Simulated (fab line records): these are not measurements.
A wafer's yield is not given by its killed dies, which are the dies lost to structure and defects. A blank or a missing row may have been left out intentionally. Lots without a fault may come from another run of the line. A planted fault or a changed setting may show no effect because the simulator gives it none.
fab line records	flow n5-finfet
record: lots: 4	wafers: 11	last-day: 19
route steps=1938 shown BEOL_M4@1099 BEOL_M5@1112 TV_OPEN@1890 PASSIVATION@1936
lots that met no fault: taken from a fault-free run of the same line
start-h: the number of hours between the record's first day and the start of the first shown wafer of the lot	wait-h: how many hours have passed since the lot's step before this one	" as in the row above	L1.1+2: a single row standing in for several wafers	- either no value or no given start	* or withheld: withheld	< > ~ a bound
route shown NAME@n: NAME is a module with steps in the file, n the number in the route of the first one	usual: mean/standard deviation taken from wafers without a fault	same: alike in all rows	chamber/n: place in a boat	sites: per-site readings	_std_site: how widely they spread, as a standard deviation	_edge_site: inner sites' mean taken away from outer sites' mean	radius-mm: how far each site lies from the wafer's centre	mask NAME#n: copy n	behind: the last tool/chamber to shape the wafer	hold: reason for holding the lot/hours on hold/outcome of the hold	device: which transistor (n, p or np) failed to switch	end of line: the same wafers' tests at the end of the route	for a step that has no rows: nothing shown but its recipe	killed: dies that structure and defects cost at the first sort, which is not the same as the wafer's yield	map: dies across one wafer; x = killed, . = not, _ = none there
set.NAME: the setting the step ran with; set.NAME@STEP: the setting that earlier step ran with	model.NAME: the simulator's own value behind a step, which no gauge read
lots seen at some steps along the route; tables by step, rows by wafer
services: the hour from which a tool's chamber was out of use, counted from the record's first day as start-h (under 0 if before that day), plus the number of hours and why
== steps ==
step: N5_BEOL_M4_ANNEAL_95
recipe: temp-c: 400	time-s: 240	ambient: vacuum
step: N5_BEOL_M4_SPUTTER_96
recipe: material: Cu	target-thk-a: 45	temp-c: -20	chamber-pressure-pa: 0.07	power-w: withheld	time-s: 8.29
step: N5_BEOL_M4_ECD_50
recipe: material: Cu	target-thk-a: 3000
step: N5_BEOL_M4_ANNEAL_51
recipe: temp-c: 225	time-s: 90	ambient: N2
step: N5_BEOL_M4_CMP_52
recipe: stop-on: SiOC	t-overpolish-s: 6.8	down-force-psi: 1	platen-rpm: 50	clearing-platen-down-force-psi: 1.5	clearing-platen-rpm: 50	post-cmp-clean: cu-alkaline	target-thk-nm: 40	clearing-platen-pad-velocity-m-s: 0.99484	pad-velocity-m-s: 0.99484
step: N5_BEOL_M4_PRE_CLEAN_60
recipe: gas: NH3/H2	time-s: 15	temp-c: *	rf-power-w: 300
step: N5_BEOL_M4_CO_CAP_55
recipe: material: Co	target-thk-a: 20	temp-c: 200	precursor: CCTBA/H2	pressure-torr: 30	time-s: 102.1
step: N5_BEOL_M4_PRE_CLEAN_56
recipe: gas: NH3	time-s: 15	temp-c: withheld	rf-power-w: 300
step: N5_BEOL_M4_DEP_57
recipe: material: SiCN	target-thk-a: 80	temp-c: withheld	precursor: 3MS/NH3	pressure-torr: 3	rf-w: 202	time-s: 14
step: N5_BEOL_M4_RC_MEAS_101
usual: DIBL_N: 36.1/1.6	DIBL_P: 35.7/1.8	IOFF_N: 0.159/0.027	IOFF_P: 0.21/0.03	ION_N: 673/10	ION_P: 462/7.4	SS_N: 71.4/0.56	SS_P: 73.2/0.61	VT_N: 249.7/3	VT_P: -250/3.1
lot.wafer	tool	chamber	start-h	wait-h	DIBL_N[mV/V]	DIBL_P[mV/V]	IOFF_N[nA/um]	IOFF_P[nA/um]	ION_N[uA/um]	ION_P[uA/um]	SS_N[mV/dec]	SS_P[mV/dec]	VT_N[mV]	VT_P[mV]
L619.1	prober-01	0	209.83	0.0	34.9	35.3	0.137	0.20	676	471	70.3	72.6	252.1	-249
L619.5	"	0	"	"	35.4	34.5	0.136	0.18	655	451	71.0	72.6	254.1	-253
L622.1	prober-02	0	233.33	0.0	34.8	35.1	0.143	0.19	666	460	70.8	73.1	252.5	-251
L622.3	"	0	"	"	35.1	35.9	0.156	0.20	683	468	71.5	73.0	249.0	-249
L622.5	"	0	"	"	34.7	35.2	0.138	0.19	671	460	70.9	72.8	250.0	-253
L634.2	prober-02	0	329.06	0.2	39.1	38.5	0.197	0.30	681	470	71.4	74.1	245.4	-243
L634.4	"	0	"	"	35.9	34.2	0.139	0.20	671	468	70.7	73.6	249.0	-250
L634.5	"	0	"	"	38.1	36.9	0.179	0.26	678	473	71.4	73.8	247.1	-244
L633.2	prober-01	0	341.86	0.2	37.8	37.2	0.202	0.26	685	468	72.1	73.0	244.9	-243
L633.5	"	0	"	"	37.4	35.8	0.194	0.23	672	464	72.0	73.5	246.2	-245
L633.6	"	0	"	"	35.1	34.2	0.147	0.21	658	462	71.1	73.2	250.4	-248
step: N5_BEOL_M5_ILD_DEP_00
recipe: material: SiCOH_lowk	target-thk-a: 1406.4	temp-c: 300	precursor: DEMS/porogen	pressure-torr: 5	rf-w: 500	time-s: 25.9
step: N5_BEOL_M5_CURE_79
recipe: temp-c: 385	time-s: 240	ambient: He/Ar	material: SiCOH_lowk
step: N5_BEOL_M5_PECVD_70
recipe: material: SiO2	target-thk-a: 160	temp-c: 400	precursor: TEOS/O2	pressure-torr: 5.5	rf-w: 450	teos-flow-sccm: 53.8	gas: O2	flow-sccm: 3000	time-s: 18
step: N5_BEOL_M5_HM_DEP_02
recipe: material: TiN	target-thk-a: 200	temp-c: 25	chamber-pressure-pa: 0.49996
step: N5_BEOL_M5_COAT_59
recipe: resist: SOC	temp-c: 250	time-s: 60	spin-rpm: 1500	resist-thk-nm: 60
step: N5_BEOL_M5_COAT_60
recipe: resist: SiARC	temp-c: 220	time-s: 60	spin-rpm: 1500	resist-thk-nm: 12
step: N5_BEOL_M5_COAT_71
recipe: resist: underlayer	temp-c: 205	time-s: 60	spin-rpm: 1500	resist-thk-nm: 5
step: N5_BEOL_M5_COAT_05
recipe: resist: CAR-EUV	spin-rpm: 1500	resist-thk-nm: 30
step: N5_BEOL_M5_EBR_07
recipe: solvent: PGMEA	ebr-width-mm: 1.5
step: N5_BEOL_M5_SOFTBAKE_06
recipe: temp-c: 110	time-s: 60	resist: CAR-EUV
step: N5_BEOL_M5_EXPOSE_08
recipe: mask-id: M5	na: 0.33	source-shape: annular	sigma-inner: 0.4	sigma-outer: 0.8	polarization: unpolarized	target-cd-nm: 28	dose-mj: 35.75
step: N5_BEOL_M5_PEB_09
recipe: peb-temp-c: 100	peb-time-s: 60	resist: CAR-EUV
step: N5_BEOL_M5_DEVELOP_10
recipe: develop-time-s: 30	developer: TMAH	resist: CAR-EUV	rinse-liquid: surfactant-rinse	dry: air-spin	dev-temp-c: 23
step: N5_BEOL_M5_DESCUM_16
recipe: chemistry: O2	time-s: 7	source-power-w: 50	bias-power-w: 20	pressure-mtorr: 20	rf-frequency-hz: 2.712e+07	temp-c: 40	resist: CAR-EUV	o2-flow-sccm: 225
step: N5_BEOL_M5_ETCH_72
recipe: chemistry: N2/H2	target: underlayer	target-depth-a: 65	mask-material: CAR-EUV	time-s: 5.2	ion-energy-ev: 200	pressure-mtorr: 30	source-w: 840	bias-w: 150	n2-flow-sccm: 200	h2-flow-sccm: 200	ends: cleared
step: N5_BEOL_M5_ETCH_61
recipe: chemistry: CF4	target: SiARC	target-depth-a: 156	mask-material: CAR-EUV	time-s: 26	ion-energy-ev: 80	pressure-mtorr: 40	source-w: 545	bias-w: 36	Ar_flow_sccm: 100	cf4-flow-sccm: 100	ends: cleared
step: N5_BEOL_M5_ETCH_62
recipe: chemistry: N2/H2	target: SOC	target-depth-a: 750	overetch-a: 150	mask-material: SiARC	temp-c: 40	time-s: 112.5	ion-energy-ev: 200	pressure-mtorr: 30	source-w: 840	bias-w: 150	n2-flow-sccm: 200	h2-flow-sccm: 200
step: N5_BEOL_M5_STRIP_63
recipe: chemistry: N2/H2	temp-c: 40	n2-flow-sccm: 200	h2-flow-sccm: 200	rf-frequency-hz: 6e+07
step: N5_BEOL_M5_STRIP_73
recipe: chemistry: N2/H2	temp-c: 40	n2-flow-sccm: 200	h2-flow-sccm: 200	rf-frequency-hz: 6e+07
step: N5_BEOL_M5_STRIP_64
recipe: chemistry: CF4	resist: SiARC	power-w: 300	bias-power-w: 75	pressure-mtorr: 50	cf4-flow-sccm: 150	rf-frequency-hz: 6e+07
step: N5_BEOL_M5_HM_OPEN_17
recipe: chemistry: Cl2/BCl3	target-depth-a: 200	overetch-a: 60	target: TiN	mask-material: SOC	ion-energy-ev: 150	pressure-mtorr: 10	icp-w: 1000	bias-w: 126	Cl2_flow_sccm: 53.25	bcl3-flow-sccm: 21.75	Ar_flow_sccm: 25
step: N5_BEOL_M5_STRIP_19
recipe: chemistry: O2	power-w: 400	temp-c: 40	pressure-mtorr: 30	rf-frequency-hz: 6e+07	bias-power-w: 0	overash-fraction: 0.2	o2-flow-sccm: 225
step: N5_BEOL_M5_COAT_65
recipe: resist: SOC	temp-c: 250	time-s: 60	spin-rpm: 1500	resist-thk-nm: 60
step: N5_BEOL_M5_COAT_66
recipe: resist: SiARC	temp-c: 220	time-s: 60	spin-rpm: 1500	resist-thk-nm: 12
step: N5_PASSIVATION_ETCH_15
recipe: chemistry: CF4/N2	target: SiCN	target-depth-a: 750	taper-deg: 2	time-s: 81.2	ion-energy-ev: 150	mask-material: SiNx	pressure-mtorr: 40	source-w: 430	bias-w: 70	Ar_flow_sccm: 100	cf4-flow-sccm: 60	n2-flow-sccm: 60
usual: drypump-motor-current-A: 5.5/0.41	mfc-ar-sccm: 99.99/0.3	n2-flow-sccm: 60.01/0.18	oes-product-au: 0.77/0.07	rf-fwd-power-W: 428.2/1.3	rf-vpp-V: 382.4/1.8	showerhead-plenum-p-Torr: 2.21/0.075	throttle-valve-pct: 15.61/0.098
lot.wafer	tool	chamber	start-h	wait-h	drypump-motor-current-A	mfc-ar-sccm	n2-flow-sccm	oes-product-au	rf-fwd-power-W	rf-hours-counter-h	rf-vpp-V	showerhead-plenum-p-Torr	throttle-valve-pct	model.etch.depth-nm
L619.1	rie-diel-05	1	307.92	-	6.1	100.23	60.34	0.77	428.6	122	382.8	2.21	15.56	64.68
L619.5	"	3	"	"	5.4	100.58	60.18	0.54	429.3	-	378.9	2.11	15.58	38.52
L622.1	rie-diel-05	2	340.85	-	5.7	100.37	59.88	0.71	428.4	204	379.6	2.09	15.70	64.74
L622.3	"	3	"	"	5.3	100.13	60.03	0.54	428.4	220	380.3	2.11	15.61	38.28
L622.5	"	3	"	"	5.3	100.02	60.11	0.53	428.6	-	378.8	2.11	15.59	38.38
L634.2	rie-diel-02	1	420.41	-	6.0	99.84	60.14	0.80	426.4	113	381.3	2.22	15.81	65.13
L634.4	"	0	"	"	5.6	99.98	60.24	0.72	430.4	172	383.5	2.22	15.72	64.13
L634.5	"	0	"	"	5.6	100.07	59.96	0.73	427.9	-	381.9	2.22	15.73	64.45
L633.2	rie-diel-05	1	443.86	-	6.2	99.54	60.00	0.74	427.4	165	381.8	2.20	15.65	65.18
L633.5	"	1	"	"	6.2	99.78	60.12	0.74	427.3	-	381.4	2.20	15.66	65.51
L633.6	"	2	"	"	5.7	100.12	59.81	0.69	428.7	-	380.7	2.08	15.77	64.9
step: N5_PASSIVATION_PROBE_49
usual: defect-limited-yield: 91.0/1.3	killed_at_M0_to_M3: 33/10	killed_at_M4_up: 14/5.6	killed-at-contacts: 12/5.8	killed-at-front-end: 43/11	killed-at-other: 4.1/2.8	killed-dies: 106/15	killed-on-rim: 14/3.9	killed-open: 70/12	killed-short: 34/7.5	sort_bin_5_function: 5.3/0.88	sort_bin_6_memory: 3.3/0.64	sort-n-pass: 1074/15	sort-yield-pct: 91.0/1.3
same: gross-dies: 1180	killed-at-back-side: 0	sort_bin_4_leakage[%]: 0	sort_bin_8_speed[%]: 0
lot.wafer	tool	chamber	start-h	wait-h	defect-limited-yield[%]	killed_at_M0_to_M3	killed_at_M4_up	killed-at-contacts	killed-at-front-end	killed-at-other	killed-dies	killed-on-rim	killed-open	killed-short	sort_bin_5_function[%]	sort_bin_6_memory[%]	sort-n-pass	sort-yield-pct[%]
L619.5	prober-02	-	314.12	0.2	0	38	12	17	47	1066	1180	152	99	21	95.5	4.3	0	0
L622.3	prober-01	-	347.40	0.1	0	42	12	5	37	1084	1180	152	55	43	95.6	3.6	0	0
L622.5	prober-01	-	347.50	0.2	0	52	9	16	29	1074	1180	152	67	44	96.1	3.7	0	0
killed by level:class
L619.5 TV_OPEN:area-etch=1058 FIN_SAQP:geometric-particle:open=15 MOL_CONTACT_COAG:geometric-particle:open=14 STI_FIN_REVEAL:geometric-particle:open=13 BEOL_M0_SAQP:geometric-particle:open=8 BEOL_M3:geometric-particle:open=8 BEOL_M0:geometric-particle:open=6 BEOL_M1:geometric-particle:open=6
L622.3 TV_OPEN:area-etch=1082 BEOL_M0_SAQP:geometric-particle:short=12 FIN_SAQP:geometric-particle:short=10 STI_FIN_REVEAL:geometric-particle:open=10 BEOL_M0_SAQP:geometric-particle:open=6 BEOL_M1:geometric-particle:open=6 BEOL_M2:geometric-particle:open=5 BEOL_M2:geometric-particle:short=4
L622.5 TV_OPEN:area-etch=1069 BEOL_M0_SAQP:geometric-particle:short=15 MOL_CONTACT_COAG:geometric-particle:open=14 STI_FIN_REVEAL:geometric-particle:open=12 BEOL_M0_SAQP:geometric-particle:open=10 BEOL_M2:geometric-particle:short=10 BEOL_M3:geometric-particle:open=8 BEOL_M1:geometric-particle:open=5
map L619.5 (x killed, . not)
_________________xxxxxxxxxxxx________________
______________xxxxxxxxxxxxxxxxxx_____________
___________xxxxxxxxxxxxxxxxxxxxxxxx__________
__________xxxxxxxxxxxxxxxxxxxxxxxxxx_________
________xxxxxxxxxxxxxxxxxxxxxxxxxxxxxx_______
_______xxxxxxxxxxxxxxxxxxxxxxxxxxxxxxxx______
______xxxxxxxxxxxxxxxxxxxxxxxxxxxxxxxxxx_____
_____xxxxxxxxxxxxxxxxxxxxxxxxxxxxxxxxxxxx____
____xxxxxxxxxxxxxxxxxxxxxxxxxxxxxxxxxxxxxx___
___xxxxxxxxxxxxxxxxxxxxxxxxxxxxxxxxxxxxxxxx__
___xxxxxxxxxxxxxxxxxxxxxxxxxxxxxxxxxxxxxxxx__
__xxxxxxxxxxxxxxxxxxxxxxxxxxxxxxxxxxxxxxxxxx_
__xxxxxxxxxxxxxxxxxxxxxxxxxxxxxxxxxxxxxxxxxx_
_xxxxxxxxxxxxxxxxxxxxxxxxxxxxxxxxxxxxxxxxxxxx
_xxxxxxxxxxxxxxxxxxxxxxxxxxxxxxxxxxxxxxxxxxxx
_xxxxxxxxxxxxxxxxxxxxxxxxxxxxxxxxxxxxxxxxxxxx
_xxxxxxxxxxxxxxxxxxxxxxxxxxxxxxxxxxxxxxxxxxxx
_xxxxxxxxxxxxxxxxxxxxxxxxxxxxxxxxxxxxxxxxxxxx
_xxxxxxxxxxxxxxxxxxxxxxxxxxxxxxxxxxxxxxxxxxxx
_xxxxxxxxxxxxxxxxxxxxxxxxxxxxxxxxxxxxxxxxxxxx
_xxxxxxxxxxxxxxxxxxxxxxxxxxxxxxxxxxxxxxxxxxxx
__xxxxxxxxxxxxxxxxxxxxxxxxxxxxxxxxxxxxxxxxxx_
__xxxxxxxxxxxxxxxxxxxxxxxxxxxxxxxxxxxxxxxxxx_
___xxxxxxxxxxxxxxxxxxxxxxxxxxxxxxxxxxxxxxxx__
___xxxxxxxxxxxxxxxxxxxxxxxxxxxxxxxxxxxxxxxx__
____xxxxxxxxxxxxxxxxxxxxxxxxxxxxxxxxxxxxxx___
_____xxxxxxxxxxxxxxxxxxxxxxxxxxxxxxxxxxxx____
______xxxxxxxxxxxxxxxxxxxxxxxxxxxxxxxxxx_____
_______xxxxxxxxxxxxxxxxxxxxxxxxxxxxxxxx______
________xxxxxxxxxxxxxxxxxxxxxxxxxxxxxx_______
__________xxxxxxxxxxxxxxxxxxxxxxxxxx_________
___________xxxxxxxxxxxxxxxxxxxxxxxx__________
______________xxxxxxxxxxxxxxxxxx_____________
_________________xxxxxxxxxxxx________________
map L622.3 (x killed, . not)
_________________xxxxxxxxxxxx________________
______________xxxxxxxxxxxxxxxxxx_____________
___________xxxxxxxxxxxxxxxxxxxxxxxx__________
__________xxxxxxxxxxxxxxxxxxxxxxxxxx_________
________xxxxxxxxxxxxxxxxxxxxxxxxxxxxxx_______
_______xxxxxxxxxxxxxxxxxxxxxxxxxxxxxxxx______
______xxxxxxxxxxxxxxxxxxxxxxxxxxxxxxxxxx_____
_____xxxxxxxxxxxxxxxxxxxxxxxxxxxxxxxxxxxx____
____xxxxxxxxxxxxxxxxxxxxxxxxxxxxxxxxxxxxxx___
___xxxxxxxxxxxxxxxxxxxxxxxxxxxxxxxxxxxxxxxx__
___xxxxxxxxxxxxxxxxxxxxxxxxxxxxxxxxxxxxxxxx__
__xxxxxxxxxxxxxxxxxxxxxxxxxxxxxxxxxxxxxxxxxx_
__xxxxxxxxxxxxxxxxxxxxxxxxxxxxxxxxxxxxxxxxxx_
_xxxxxxxxxxxxxxxxxxxxxxxxxxxxxxxxxxxxxxxxxxxx
_xxxxxxxxxxxxxxxxxxxxxxxxxxxxxxxxxxxxxxxxxxxx
_xxxxxxxxxxxxxxxxxxxxxxxxxxxxxxxxxxxxxxxxxxxx
_xxxxxxxxxxxxxxxxxxxxxxxxxxxxxxxxxxxxxxxxxxxx
_xxxxxxxxxxxxxxxxxxxxxxxxxxxxxxxxxxxxxxxxxxxx
_xxxxxxxxxxxxxxxxxxxxxxxxxxxxxxxxxxxxxxxxxxxx
_xxxxxxxxxxxxxxxxxxxxxxxxxxxxxxxxxxxxxxxxxxxx
_xxxxxxxxxxxxxxxxxxxxxxxxxxxxxxxxxxxxxxxxxxxx
__xxxxxxxxxxxxxxxxxxxxxxxxxxxxxxxxxxxxxxxxxx_
__xxxxxxxxxxxxxxxxxxxxxxxxxxxxxxxxxxxxxxxxxx_
___xxxxxxxxxxxxxxxxxxxxxxxxxxxxxxxxxxxxxxxx__
___xxxxxxxxxxxxxxxxxxxxxxxxxxxxxxxxxxxxxxxx__
____xxxxxxxxxxxxxxxxxxxxxxxxxxxxxxxxxxxxxx___
_____xxxxxxxxxxxxxxxxxxxxxxxxxxxxxxxxxxxx____
______xxxxxxxxxxxxxxxxxxxxxxxxxxxxxxxxxx_____
_______xxxxxxxxxxxxxxxxxxxxxxxxxxxxxxxx______
________xxxxxxxxxxxxxxxxxxxxxxxxxxxxxx_______
__________xxxxxxxxxxxxxxxxxxxxxxxxxx_________
___________xxxxxxxxxxxxxxxxxxxxxxxx__________
______________xxxxxxxxxxxxxxxxxx_____________
_________________xxxxxxxxxxxx________________
== services ==
tool	chamber	start-h	hours	kind
rie-diel-02	3	294.20	9.6	repair
rie-diel-02	0	375.55	2.3	repair
rie-diel-05	2	392.86	3.8	repair
rie-diel-05	0	415.19	13.2	repair
rie-diel-05	3	435.89	-	clean
rie-diel-05	3	435.89	-	consumable-replace:focus-ring
rie-diel-05	3	435.89	-	consumable-replace:showerhead
== key ==
first-sign: step: N5_PASSIVATION_ETCH_15	reading: oes-product-au	direction: down	sigmas: 3.3	usual: 0.77	struck: 0.54
effect: step: N5_PASSIVATION_PROBE_49	reading: killed-at-other	direction: up	sigmas: 99+	usual: 4.1	struck: 1074.7
model-effect: step: N5_PASSIVATION_ETCH_15	value: etch.depth-nm	without: 63.9	struck: 38.39
more-kills-born-at: N5_PASSIVATION_ETCH_15@rie-diel-05: 3209
met-at N5_PASSIVATION_ETCH_15
struck-wafers L619.5,L622.3,L622.5
later-rows-left-out L619.5,L622.3,L622.5
fault: kind: process-parameter-drift	tool: rie-diel-05	chamber: -	onset-h: 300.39	steps: N5_PASSIVATION_ETCH_15	channel: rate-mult	offset: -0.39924	shape: step	end-h: 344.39	scope: struck-wafers-only
later-rows-left-out: the simulator's readings of these wafers behind a module that went badly wrong aren't trusted and aren't shown, but for the sort
